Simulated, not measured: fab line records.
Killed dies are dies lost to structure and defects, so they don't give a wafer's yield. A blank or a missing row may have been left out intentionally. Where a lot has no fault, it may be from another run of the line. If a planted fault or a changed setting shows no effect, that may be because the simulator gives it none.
fab line records | flow n5_finfet
record: lots: 5 | wafers: 15 | last_day: 19
route steps=1938 shown WELL_APT@20 PMOS_HMC_CHANNEL_EPI@57 BEOL_M4@1111 PASSIVATION@1936
lots untouched by any fault: they come from a run of this same line in which no faults occurred
start_h: hours from the record's first day to the start of the lot's first wafer shown | wait_h: hours since the lot's step before | " repeats the value in the row above | L1.1+2: one row covering several wafers at once | - no value present, or no start provided | * or withheld: withheld | < > ~ a bound
route shown NAME@n: a module of which the file shows steps, and the number in the route of the first | usual: mean and standard deviation over wafers with no fault | same: alike in all rows | chamber/n: place in a boat | sites: readings site by site | _std_site: how widely they spread, as a standard deviation | _edge_site: inner sites' mean taken away from outer sites' mean | radius_mm: for every site, how far away it sits from the centre of the wafer | mask NAME#n: copy n | behind: the most recent tool/chamber to have shaped the wafer | hold: cause of the lot's hold/its duration in hours/its outcome | device: whichever transistor did not switch (one of n, p or np) | end of line: the same wafers' tests at the end of the route | a step without rows: its recipe alone | killed: count of dies lost to structure and defects at first sort (not the wafer's yield) | map: per-die view of a wafer (x killed, . not killed, _ where there is no die)
set.NAME: the setting as run; set.NAME@STEP: as run at that earlier step | model.NAME: the simulator's own value behind a step, which no gauge read
a table for each step, a row for each wafer; lots at some steps of the route
services: the hour from which a tool's chamber was out of use, counted from the record's first day as start_h (under 0 if before that day), plus the number of hours and why
== steps ==
step: N5_WELL_APT_HMDS_01
recipe: time_s: 60 | temp_c: 120
step: N5_WELL_APT_COAT_02
recipe: spin_rpm: 1357 | resist_thk_nm: 950
step: N5_WELL_APT_EBR_04
recipe: solvent: PGMEA | ebr_width_mm: 1.5
step: N5_WELL_APT_SOFTBAKE_03
recipe: temp_c: 130 | time_s: 60
step: N5_WELL_APT_EXPOSE_05
recipe: mask_id: NWELL | na: 0.8 | source_shape: conventional | sigma_outer: 0.8 | polarization: unpolarized | defocus_nm: 0 | target_cd_nm: 200 | dose_mj: 20.3
step: N5_WELL_APT_PEB_06
recipe: peb_temp_c: 130 | peb_time_s: 90
step: N5_WELL_APT_DEVELOP_07
recipe: develop_time_s: 45 | rinse_liquid: surfactant_rinse | dry: air_spin | dev_temp_c: 21
step: N5_WELL_APT_HARDBAKE_12
recipe: temp_c: 130 | time_s: 120
step: N5_WELL_APT_DESCUM_13
recipe: chemistry: O2 | time_s: 7.9 | source_power_w: 50 | bias_power_w: 20 | pressure_mtorr: 20 | rf_frequency_hz: 2.712e+07 | temp_c: 40 | o2_flow_sccm: 225
step: N5_WELL_APT_IMPLANT_14
recipe: species: P | energy_kev: 160 | dose_cm2: 1.5e+13 | tilt_deg: 0 | rotation_deg: 0
usual: beam_energy_keV: 160.00/0.047 | dose_ions_cm2: 1.5e+13/1.6e+10 | end_station_pressure_torr: 5.12e-06/2.6e-07 | faraday_current_uA: 190/4
lot.wafer | tool         | chamber | start_h | wait_h | beam_energy_keV | dose_ions_cm2 | end_station_pressure_torr | faraday_current_uA
L699.2    | implanter-01 | 0       | 50.04   | 0.1    | 159.96          | 1.4977e+13    | 5e-06                     | 189
L699.4    | "            | 0       | "       | "      | 159.91          | 1.4988e+13    | 5.14e-06                  | 192
L699.5    | "            | 0       | "       | "      | 159.97          | 1.4994e+13    | 5.45e-06                  | 193
L704.1    | implanter-01 | 0       | 80.10   | 0.1    | 160.01          | 1.1337e+13    | 4.61e-06                  | 139
L704.2    | "            | 0       | "       | "      | 160.02          | 1.1335e+13    | 4.98e-06                  | 140
L704.3    | "            | 0       | "       | "      | 159.99          | 1.1323e+13    | 5.09e-06                  | 140
L705.1    | implanter-01 | 0       | 85.75   | 0.1    | 160.03          | 1.1317e+13    | 5.25e-06                  | 142
L705.3    | "            | 0       | "       | "      | 160.04          | 1.13e+13      | 5.15e-06                  | 144
L705.4    | "            | 0       | "       | "      | 159.97          | 1.1317e+13    | 4.9e-06                   | 149
L709.1    | implanter-01 | 0       | 110.06  | 0.1    | 159.95          | 1.1326e+13    | 5.12e-06                  | 144
L709.2    | "            | 0       | "       | "      | 159.97          | 1.1338e+13    | 5.05e-06                  | 139
L709.6    | "            | 0       | "       | "      | 159.95          | 1.1321e+13    | 5.34e-06                  | 139
L715.1    | implanter-02 | 0       | 145.87  | 0.1    | 160.10          | 1.5005e+13    | 5.09e-06                  | 189
L715.4    | "            | 0       | "       | "      | 159.97          | 1.5027e+13    | 4.83e-06                  | 187
L715.5    | "            | 0       | "       | "      | 159.96          | 1.4996e+13    | 5.32e-06                  | 188
step: N5_WELL_APT_IMPLANT_15
recipe: species: As | energy_kev: 25 | dose_cm2: 1.5e+13 | tilt_deg: 0 | rotation_deg: 0
step: N5_WELL_APT_STRIP_16
recipe: chemistry: SPM | time_s: 900 | temp_c: 130 | h2so4_h2o2_vol_ratio: 4 | dry: ipa_marangoni
step: N5_WELL_APT_HMDS_18
recipe: time_s: 60 | temp_c: 120
step: N5_WELL_APT_COAT_19
recipe: spin_rpm: 1357 | resist_thk_nm: 950
step: N5_WELL_APT_EBR_21
recipe: solvent: PGMEA | ebr_width_mm: 1.5
step: N5_WELL_APT_SOFTBAKE_20
recipe: temp_c: 130 | time_s: 60
step: N5_WELL_APT_EXPOSE_22
recipe: mask_id: PWELL | na: 0.8 | source_shape: conventional | sigma_outer: 0.8 | polarization: unpolarized | defocus_nm: 0 | target_cd_nm: 200 | dose_mj: 23.2
step: N5_WELL_APT_PEB_23
recipe: peb_temp_c: 130 | peb_time_s: 90
step: N5_WELL_APT_DEVELOP_24
recipe: develop_time_s: 45 | rinse_liquid: surfactant_rinse | dry: air_spin | dev_temp_c: 21
step: N5_WELL_APT_HARDBAKE_29
recipe: temp_c: 130 | time_s: 120
step: N5_WELL_APT_DESCUM_30
recipe: chemistry: O2 | time_s: 7.9 | source_power_w: 50 | bias_power_w: 20 | pressure_mtorr: 20 | rf_frequency_hz: 2.712e+07 | temp_c: 40 | o2_flow_sccm: 225
step: N5_WELL_APT_IMPLANT_31
recipe: species: B | energy_kev: 60 | dose_cm2: 1.5e+13 | tilt_deg: 0 | rotation_deg: 0
step: N5_WELL_APT_IMPLANT_32
recipe: species: BF2 | energy_kev: 50 | dose_cm2: 2e+13 | tilt_deg: 0 | rotation_deg: 0
step: N5_WELL_APT_STRIP_33
recipe: chemistry: SPM | time_s: 900 | temp_c: 130 | h2so4_h2o2_vol_ratio: 4 | dry: ipa_marangoni
step: N5_WELL_APT_RTA_34
recipe: temp_c: 1000 | time_s: 10 | ambient: N2 | idle_temp_c: 600 | ramp_up_c_per_s: 150 | ramp_down_c_per_s: 60 | cool_to_c: 600
step: N5_WELL_APT_OXIDE_STRIP_42
recipe: chemistry: dHF | dilution: 25:1 | time_s: 45 | temp_c: 25 | target: SiO2 | target_depth_a: 120
step: N5_WELL_APT_PRECLEAN_36
recipe: chemistry: O3/DIW | time_s: 45 | temp_c: 22 | o3_ppm: 10
step: N5_WELL_APT_PRECLEAN_39
recipe: chemistry: dHF | time_s: 60 | dilution: 150:1 | temp_c: 25
step: N5_WELL_APT_SRD_37
recipe: dry: ipa_marangoni | do_ppb: 5 | time_s: 30 | temp_c: 23 | rinse_liquid: diw
step: N5_WELL_APT_EPI_41
recipe: material: Si | target_thk_a: 500 | temp_c: 650 | precursor: SiH4/H2 | pressure_torr: 20 | time_s: 297.7
step: N5_PMOS_HMC_CHANNEL_EPI_HM_DEP_34
recipe: material: SiO2 | target_thk_a: 360 | temp_c: 400 | precursor: TEOS/O2 | pressure_torr: 6.5 | rf_w: 900 | teos_flow_sccm: 161.4 | gas: O2 | flow_sccm: 2650 | time_s: 6.9
step: N5_PMOS_HMC_CHANNEL_EPI_COAT_31
recipe: resist: BARC | temp_c: 205 | time_s: 60 | spin_rpm: 1500 | resist_thk_nm: 66
step: N5_PMOS_HMC_CHANNEL_EPI_COAT_03
recipe: resist: CAR-ArF-block | spin_rpm: 1500 | resist_thk_nm: 205
step: N5_PMOS_HMC_CHANNEL_EPI_EBR_05
recipe: solvent: PGMEA | ebr_width_mm: 1.5
step: N5_PMOS_HMC_CHANNEL_EPI_SOFTBAKE_04
recipe: temp_c: 110 | time_s: 60 | resist: CAR-ArF-block
step: N5_BEOL_M4_RC_MEAS_101
usual: DIBL_N: 36.6/1.9 | DIBL_P: 36.7/2.2 | IOFF_N: 0.16/0.035 | IOFF_P: 0.22/0.038 | ION_N: 672/14 | ION_P: 462/8.3 | RS_NWELL: 1038/7 | SS_N: 71.6/0.65 | SS_P: 73.5/0.72 | VT_N: 250/3.5 | VT_P: -250/3.1
lot.wafer | tool      | chamber | start_h | wait_h | DIBL_N[mV/V] | DIBL_P[mV/V] | IOFF_N[nA/um] | IOFF_P[nA/um] | ION_N[uA/um] | ION_P[uA/um] | RS_NWELL[ohm/sq] | SS_N[mV/dec] | SS_P[mV/dec] | VT_N[mV] | VT_P[mV]
L699.2    | prober-02 | 0       | 226.61  | 0.2    | 34.6         | 34.5         | 0.13          | 0.19          | 665          | 456          | 1038             | 71.6         | 73.2         | 252      | -251
L699.4    | "         | 0       | "       | "      | 37.6         | 39.3         | 0.20          | 0.27          | 708          | 481          | 1049             | 72.0         | 75.1         | 247      | -246
L699.5    | "         | 0       | "       | "      | 34.7         | 34.1         | 0.14          | 0.18          | 654          | 457          | 1044             | 71.1         | 73.0         | 252      | -252
L704.1    | prober-01 | 0       | 254.48  | 0.0    | 36.8         | 38.6         | 0.19          | 0.23          | 663          | 457          | 1208             | 72.4         | 73.6         | 249      | -250
L704.2    | "         | 0       | "       | "      | 35.0         | 37.0         | 0.15          | 0.21          | 673          | 464          | 1206             | 71.7         | 73.5         | 252      | -251
L704.3    | "         | 0       | "       | "      | 35.1         | 37.3         | 0.15          | 0.22          | 659          | 455          | 1221             | 71.3         | 73.4         | 253      | -251
L705.1    | prober-01 | 0       | 257.52  | 0.0    | 36.8         | 34.5         | 0.15          | 0.22          | 672          | 464          | 1221             | 71.9         | 73.1         | 252      | -247
L705.3    | "         | 0       | "       | "      | 35.7         | 33.8         | 0.13          | 0.21          | 663          | 464          | 1224             | 71.1         | 72.9         | 253      | -248
L705.4    | "         | 0       | "       | "      | 37.9         | 35.3         | 0.16          | 0.23          | 656          | 454          | 1221             | 71.9         | 73.7         | 251      | -247
L709.1    | prober-01 | 0       | 291.00  | 0.0    | 35.8         | 37.3         | 0.15          | 0.24          | 676          | 466          | 1210             | 71.3         | 74.4         | 251      | -247
L709.2    | "         | 0       | "       | "      | 40.0         | 41.2         | 0.24          | 0.32          | 666          | 461          | 1192             | 72.7         | 75.3         | 249      | -245
L709.6    | "         | 0       | "       | "      | 35.4         | 37.4         | 0.15          | 0.23          | 662          | 467          | 1206             | 71.4         | 74.0         | 252      | -247
L715.1    | prober-02 | 0       | 319.66  | 0.0    | 36.6         | 36.0         | 0.16          | 0.23          | 682          | 472          | 1033             | 71.7         | 72.4         | 248      | -246
L715.4    | "         | 0       | "       | "      | 36.7         | 35.6         | 0.17          | 0.23          | 688          | 464          | 1031             | 71.3         | 73.1         | 247      | -248
L715.5    | "         | 0       | "       | "      | 37.7         | 38.1         | 0.19          | 0.28          | 692          | 478          | 1025             | 71.9         | 73.1         | 246      | -244
step: N5_PASSIVATION_PROBE_49
usual: defect_limited_yield: 91.6/1.4 | killed_at_M0_to_M3: 35/10 | killed_at_M4_up: 13/4.8 | killed_at_contacts: 12/7.2 | killed_at_front_end: 36/12 | killed_at_other: 4/3.1 | killed_dies: 100/17 | killed_open: 66/13 | killed_short: 32/7.3 | sort_bin_4_leakage: 0.00/0.0099 | sort_bin_5_function: 5.0/0.94 | sort_bin_6_memory: 3.1/0.67 | sort_n_pass: 1080/17 | sort_yield_pct: 91.6/1.4
same: gross_dies: 1180 | killed_at_back_side: 0 | sort_bin_8_speed[%]: 0
lot.wafer | tool      | chamber | start_h | wait_h | defect_limited_yield[%] | killed_at_M0_to_M3 | killed_at_M4_up | killed_at_contacts | killed_at_front_end | killed_at_other | killed_dies | killed_open | killed_short | sort_bin_4_leakage[%] | sort_bin_5_function[%] | sort_bin_6_memory[%] | sort_n_pass | sort_yield_pct[%]
L699.2    | prober-02 | -       | 342.26  | 0.1    | 91.0                    | 40                 | 12              | 15                 | 37                  | 2               | 106         | 77          | 27           | 0                     | 5.1                    | 3.4                  | 1074        | 91.0
L699.4    | prober-02 | -       | 342.36  | 0.2    | 91.6                    | 43                 | 8               | 5                  | 37                  | 6               | 99          | 68          | 30           | 0                     | 5.2                    | 2.9                  | 1081        | 91.6
L699.5    | prober-02 | -       | 342.41  | 0.2    | 93.5                    | 30                 | 6               | 5                  | 29                  | 7               | 77          | 52          | 22           | 0                     | 3.9                    | 2.3                  | 1103        | 93.5
L704.1    | prober-02 | -       | 376.75  | 0.0    | 91.9                    | 40                 | 9               | 12                 | 29                  | 5               | 95          | 62          | 33           | 0                     | 4.8                    | 3.1                  | 1085        | 91.9
L704.2    | prober-02 | -       | 376.80  | 0.1    | 90.8                    | 29                 | 9               | 15                 | 43                  | 13              | 109         | 79          | 30           | 0                     | 5.3                    | 3.7                  | 1071        | 90.8
L704.3    | prober-02 | -       | 376.85  | 0.1    | 91.4                    | 26                 | 17              | 5                  | 44                  | 10              | 102         | 54          | 47           | 0                     | 5.0                    | 3.1                  | 1078        | 91.4
L705.1    | prober-02 | -       | 377.05  | 0.3    | 91.7                    | 40                 | 5               | 14                 | 35                  | 4               | 98          | 59          | 39           | 0                     | 5.0                    | 3.1                  | 1082        | 91.7
L705.3    | prober-02 | -       | 377.15  | 0.4    | 91.1                    | 35                 | 17              | 5                  | 39                  | 9               | 105         | 65          | 40           | 0                     | 4.7                    | 3.8                  | 1075        | 91.1
L705.4    | prober-02 | -       | 377.20  | 0.5    | 88.6                    | 54                 | 11              | 8                  | 55                  | 6               | 134         | 92          | 41           | 0                     | 6.9                    | 4.3                  | 1046        | 88.6
L709.1    | prober-01 | -       | 412.09  | 0.0    | 92.6                    | 27                 | 9               | 13                 | 32                  | 6               | 87          | 52          | 35           | 0                     | 4.2                    | 2.8                  | 1093        | 92.6
L709.2    | prober-01 | -       | 412.14  | 0.1    | 91.9                    | 33                 | 15              | 19                 | 25                  | 3               | 95          | 68          | 27           | 0.08                  | 5.5                    | 2.5                  | 1084        | 91.9
L709.6    | prober-01 | -       | 412.34  | 0.3    | 91.1                    | 20                 | 10              | 19                 | 48                  | 8               | 105         | 64          | 41           | 0                     | 4.6                    | 3.8                  | 1075        | 91.1
killed by level:class
L699.2 BEOL_M3:geometric_particle:open=15 MOL_CONTACT_COAG:geometric_particle:open=13 BEOL_M0_SAQP:geometric_particle:short=8 BEOL_M1:geometric_particle:open=7 FIN_SAQP:geometric_particle:open=6 DUMMY_GATE:geometric_particle:open=6 GATE_CUT:geometric_particle:short=6 GATE_CUT:geometric_particle:open=6
L699.4 STI_FIN_REVEAL:geometric_particle:open=17 BEOL_M0_SAQP:geometric_particle:open=9 BEOL_M1:geometric_particle:open=9 BEOL_M0_SAQP:geometric_particle:short=8 BEOL_M3:geometric_particle:open=6 DUMMY_GATE:geometric_particle:open=5 BEOL_M1:geometric_particle:short=5 BEOL_M2:geometric_particle:open=4
L699.5 BEOL_M3:geometric_particle:open=14 STI_FIN_REVEAL:geometric_particle:open=5 MOL_CONTACT_COAG:geometric_particle:open=5 GATE_CUT:geometric_particle:open=4 BEOL_M0_SAQP:geometric_particle:short=4 STARTING-WAFER:geometric_particle:short=4 FIN_SAQP:geometric_particle:open=3 BEOL_M0_SAQP:geometric_particle:open=3
L704.1 MOL_CONTACT_COAG:geometric_particle:open=9 BEOL_M0_SAQP:geometric_particle:open=8 BEOL_M3:geometric_particle:open=8 BEOL_M0_SAQP:geometric_particle:short=8 BEOL_M0:geometric_particle:open=7 FIN_SAQP:geometric_particle:open=5 STARTING-WAFER:geometric_particle:short=5 FIN_SAQP:geometric_particle:short=4
L704.2 FIN_SAQP:geometric_particle:open=18 MOL_CONTACT_COAG:geometric_particle:open=14 STI_FIN_REVEAL:geometric_particle:open=6 BEOL_M0_SAQP:geometric_particle:open=6 MIM_TOP_ETCH:geometric_particle:open=6 BEOL_M1:geometric_particle:open=5 MIM_TOP_ETCH:geometric_particle:short=5 FIN_SAQP:geometric_particle:short=4
L704.3 BEOL_M0_SAQP:geometric_particle:short=13 STI_FIN_REVEAL:geometric_particle:open=10 BEOL_M0_SAQP:geometric_particle:open=6 BEOL_M4:geometric_particle:open=6 GATE_CUT:geometric_particle:short=5 ILD0:geometric_particle:short=4 BEOL_M4:geometric_particle:short=4 FIN_SAQP:geometric_particle:short=3
L705.1 MOL_CONTACT_COAG:geometric_particle:open=12 FIN_SAQP:geometric_particle:short=11 BEOL_M3:geometric_particle:open=9 BEOL_M0_SAQP:geometric_particle:open=8 BEOL_M0_SAQP:geometric_particle:short=7 FIN_SAQP:geometric_particle:open=6 BEOL_M3:geometric_particle:short=5 FIN_CUT:geometric_particle:short=3
L705.3 FIN_SAQP:geometric_particle:open=13 BEOL_M4:geometric_particle:open=13 FIN_SAQP:geometric_particle:short=8 BEOL_M2:geometric_particle:open=7 BEOL_M0_SAQP:geometric_particle:short=7 BEOL_M1:geometric_particle:short=6 BEOL_M1:geometric_particle:open=6 MOL_CONTACT_COAG:geometric_particle:open=5
L705.4 BEOL_M0_SAQP:geometric_particle:open=19 FIN_SAQP:geometric_particle:open=16 STI_FIN_REVEAL:geometric_particle:open=15 BEOL_M0_SAQP:geometric_particle:short=11 BEOL_M3:geometric_particle:open=9 FIN_SAQP:geometric_particle:short=7 MOL_CONTACT_COAG:geometric_particle:open=6 BEOL_M2:geometric_particle:open=6
L709.1 MOL_CONTACT_COAG:geometric_particle:open=11 STI_FIN_REVEAL:geometric_particle:open=9 BEOL_M0_SAQP:geometric_particle:short=7 BEOL_M3:geometric_particle:open=5 FIN_SAQP:geometric_particle:short=4 GATE_CUT:geometric_particle:short=4 BEOL_M0_SAQP:geometric_particle:open=4 STARTING-WAFER:geometric_particle:open=3
L709.2 MOL_CONTACT_COAG:geometric_particle:open=16 BEOL_M0_SAQP:geometric_particle:open=9 BEOL_M3:geometric_particle:open=9 BEOL_M4:geometric_particle:open=9 BEOL_M0_SAQP:geometric_particle:short=6 FIN_SAQP:geometric_particle:open=4 STI_FIN_REVEAL:geometric_particle:open=4 FIN_SAQP:geometric_particle:short=3
L709.6 MOL_CONTACT_COAG:geometric_particle:open=14 FIN_SAQP:geometric_particle:short=11 DUMMY_GATE:geometric_particle:open=8 BEOL_M0_SAQP:geometric_particle:open=7 FIN_SAQP:geometric_particle:open=6 GATE_CUT:geometric_particle:short=5 MOL_CONTACT_COAG:geometric_particle:short=5 DUMMY_GATE:geometric_particle:short=4
== services ==
tool         | chamber | start_h | hours | kind
implanter-02 | -       | 78.44   | 4.1   | repair
implanter-01 | -       | 89.63   | 10.3  | repair
implanter-02 | -       | 108.62  | 3.7   | pm
implanter-02 | -       | 120.52  | 3.8   | pm
== key ==
first_sign: step: N5_WELL_APT_IMPLANT_14 | reading: dose_ions_cm2 | direction: down | sigmas: 99+ | usual: 1.5e+13 | struck: 1.1324e+13
effect: step: N5_WELL_APT_IMPLANT_14 | reading: faraday_current_uA | direction: down | sigmas: 12 | usual: 190 | struck: 142
effect: step: N5_BEOL_M4_RC_MEAS_101 | reading: RS_NWELL | direction: up | sigmas: 25 | usual: 1038 | struck: 1212
met_at N5_WELL_APT_IMPLANT_14
struck_wafers L704.1,L704.2,L704.3,L705.1,L705.3,L705.4,L709.1,L709.2,L709.6
onset_between 50.04 80.10
fault: kind: process_parameter_drift | tool: implanter-01 | chamber: - | onset_h: 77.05 | steps: N5_WELL_APT_IMPLANT_14 | channel: dose_cm2 | offset: -3.6682e+12 | shape: step | end_h: 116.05 | acts_in: these_recipes_only | stated: 1.5e+13
